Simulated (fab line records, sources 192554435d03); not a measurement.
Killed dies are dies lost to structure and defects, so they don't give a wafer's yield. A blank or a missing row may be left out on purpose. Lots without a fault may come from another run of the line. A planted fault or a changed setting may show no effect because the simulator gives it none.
Split-lot experiment | flow n5_finfet | 7 lots, 39 wafers read, on a route of 1938 steps

THE SPLIT
At N5_MOL_CONTACT_COAG_VIA_ETCH_46 (etches SiO2 in C4F6/O2, target depth 46 nm, overetch 9.2 nm, time 40 s), the setting bias_w was moved away from the recipe's 455 W on 15 of the 39 wafers read, by -17.3% to +10.9%. The other wafers ran this setting at the recipe's value.

The reading is taken at the split's own step.

THE READING
rf_vpp_V, in V, at N5_MOL_CONTACT_COAG_VIA_ETCH_46 (etches SiO2 in C4F6/O2, target depth 46 nm, overetch 9.2 nm, time 40 s). Fault-free wafers of this fab line usually give 1588 V, standard deviation 16 V.

wafer  | tool, chamber at the split | bias_w as run, W | against the recipe | rf_vpp_V, V | against lot-mates on the recipe
L074.1 | rie_diel-04, 0             | 500.6            | +10.0%             | 1683        | +76
L074.2 | rie_diel-04, 3             | 455              | recipe             | 1615        | -
L074.3 | rie_diel-04, 2             | 500.6            | +10.0%             | 1708        | +101
L074.4 | rie_diel-04, 1             | 500.6            | +10.0%             | 1733        | +126
L074.5 | rie_diel-04, 3             | 455              | recipe             | 1616        | -
L074.6 | rie_diel-04, 2             | 455              | recipe             | 1590        | -
L077.1 | rie_diel-01, 0             | 500              | +9.9%              | 1709        | +125
L077.2 | rie_diel-01, 1             | 455              | recipe             | 1588        | -
L077.3 | rie_diel-01, 2             | 500              | +9.9%              | 1704        | +120
L077.4 | rie_diel-01, 3             | 455              | recipe             | 1577        | -
L077.5 | rie_diel-01, 0             | 500              | +9.9%              | 1710        | +126
L077.6 | rie_diel-01, 1             | 455              | recipe             | 1587        | -
L081.2 | rie_diel-01, 2             | 455              | recipe             | 1589        | -
L081.3 | rie_diel-01, 3             | 455              | recipe             | 1578        | -
L081.4 | rie_diel-01, 1             | 455              | recipe             | 1587        | -
L089.1 | rie_diel-01, 0             | 415.2            | -8.7%              | 1488        | -95
L089.2 | rie_diel-01, 2             | 455              | recipe             | 1589        | -
L089.3 | rie_diel-01, 3             | 455              | recipe             | 1575        | -
L089.4 | rie_diel-01, 1             | 455              | recipe             | 1586        | -
L089.5 | rie_diel-01, 2             | 415.2            | -8.7%              | 1483        | -100
L089.6 | rie_diel-01, 3             | 415.2            | -8.7%              | 1472        | -111
L090.1 | rie_diel-01, 1             | 376.2            | -17.3%             | 1375        | -211
L090.2 | rie_diel-01, 3             | 455              | recipe             | 1577        | -
L090.3 | rie_diel-01, 0             | 376.2            | -17.3%             | 1381        | -205
L090.4 | rie_diel-01, 2             | 455              | recipe             | 1588        | -
L090.5 | rie_diel-01, 3             | 376.2            | -17.3%             | 1366        | -220
L090.6 | rie_diel-01, 0             | 455              | recipe             | 1593        | -
L091.1 | rie_diel-04, 2             | 455              | recipe             | 1589        | -
L091.2 | rie_diel-04, 3             | 455              | recipe             | 1615        | -
L091.3 | rie_diel-04, 0             | 455              | recipe             | 1566        | -
L091.4 | rie_diel-04, 0             | 455              | recipe             | 1567        | -
L091.5 | rie_diel-04, 2             | 455              | recipe             | 1589        | -
L091.6 | rie_diel-04, 3             | 455              | recipe             | 1614        | -
L096.1 | rie_diel-03, 0             | 504.4            | +10.9%             | 1736        | +162
L096.2 | rie_diel-03, 3             | 455              | recipe             | 1565        | -
L096.3 | rie_diel-03, 1             | 455              | recipe             | 1570        | -
L096.4 | rie_diel-03, 2             | 504.4            | +10.9%             | 1714        | +140
L096.5 | rie_diel-03, 1             | 504.4            | +10.9%             | 1695        | +121
L096.6 | rie_diel-03, 2             | 455              | recipe             | 1586        | -

THE FIT
A straight line over all 39 wafers: rf_vpp_V changes by +12.1 V for each +1% of bias_w; r = +0.99; the points scatter about the line by 14 V.
The same after taking each lot's own level away (the mean of its wafers on the recipe; 39 wafers): +12 V for each +1%; r = +0.99; scatter 14 V.
On that fit, the largest move of bias_w shifts the reading by 2.1e+02 V.
The lots' own levels span 1573.7 to 1607.0 V, that is 2.1 times the standard deviation above.
So the lot-to-lot level changes the slope little: the two slopes agree.
Check: with one of the wafers moved furthest among these (-17.3%) left out of the fit, the line predicts -208 V for it against its lot-mates. It came out at -211 V against them.
Tool readings at the split's step, against how far the setting was moved: rf_vpp_V r = +0.99.

OTHER SPLITS ON THESE WAFERS
These wafers also went through other splits before the reading. Each is held against what the fit with the lots' levels taken away leaves over:
other split on the same wafers | wafers away from the commonest value | r with rf_vpp_V (lot level and that fit taken away)
N5_GATE_CUT_EXPOSE_10 dose_mj  | 12                                   | -0.05

THE FILE'S OWN FIT
rf_vpp_V changes by +12 V for each +1% of bias_w, r = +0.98.
